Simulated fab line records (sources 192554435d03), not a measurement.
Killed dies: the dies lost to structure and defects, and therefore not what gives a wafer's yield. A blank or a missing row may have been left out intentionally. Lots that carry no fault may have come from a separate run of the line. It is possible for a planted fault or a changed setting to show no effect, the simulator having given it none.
Matching of chambers | flow n5 finfet | 4 sister chambers for N5_HKMG_FIN_ETCH_67 on rie diel-01
The step etches SOC in N2/H2, stops on TiN, target depth 388.9 nm. 4 wafers are shown with their chamber, then 8 later ones without.

## WAFERS PAIRED WITH THEIR CHAMBERS
wafer  | chamber | throttle valve pct (%)
L086.2 | 0       | 18.08
L088.2 | 3       | 18.07
L088.5 | 1       | 17.35
L089.1 | 2       | 18.05

## WAFERS MISSING THEIR CHAMBER
wafer  | throttle valve pct (%)
L089.2 | 18.07
L089.4 | 18.06
L093.2 | 17.58
L093.5 | 18.10
L093.6 | 17.60
L097.1 | 17.59
L097.2 | 17.35
L097.6 | 18.11

## WHICH CHAMBER EACH ONE RAN IN
wafer  | from the rows above               | in truth
L089.2 | can't be placed: 3 or 0 or 2      | 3
L089.4 | can't be placed: 2 or 3 or 0      | 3
L093.2 | can't be placed: 1 or 2 or 3 or 0 | 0
L093.5 | can't be placed: 0 or 3 or 2      | 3
L093.6 | can't be placed: 1 or 2 or 3 or 0 | 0
L097.1 | can't be placed: 1 or 2 or 3 or 0 | 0
L097.2 | 1                                 | 1
L097.6 | can't be placed: 0 or 3 or 2      | 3
Correctly placed: 1 of 8. Cannot be placed on the basis of these rows: 7; the candidates contain the true chamber in 7. Placed wrongly: 0.
How it was worked out, from the rows above alone: a wafer's distance from a chamber is the root of the sum, over the readings, of the square of ((its reading less the chamber's mean) divided by the reading's scatter). If the next closest chamber is less than 2 further off than the closest, the wafer can't be placed; otherwise it belongs to the closest. The mean given for a chamber averages the wafers shown for that chamber. The scatter: root of mean squared gap, hidden wafer to nearest shown wafer, with one shown wafer a chamber.
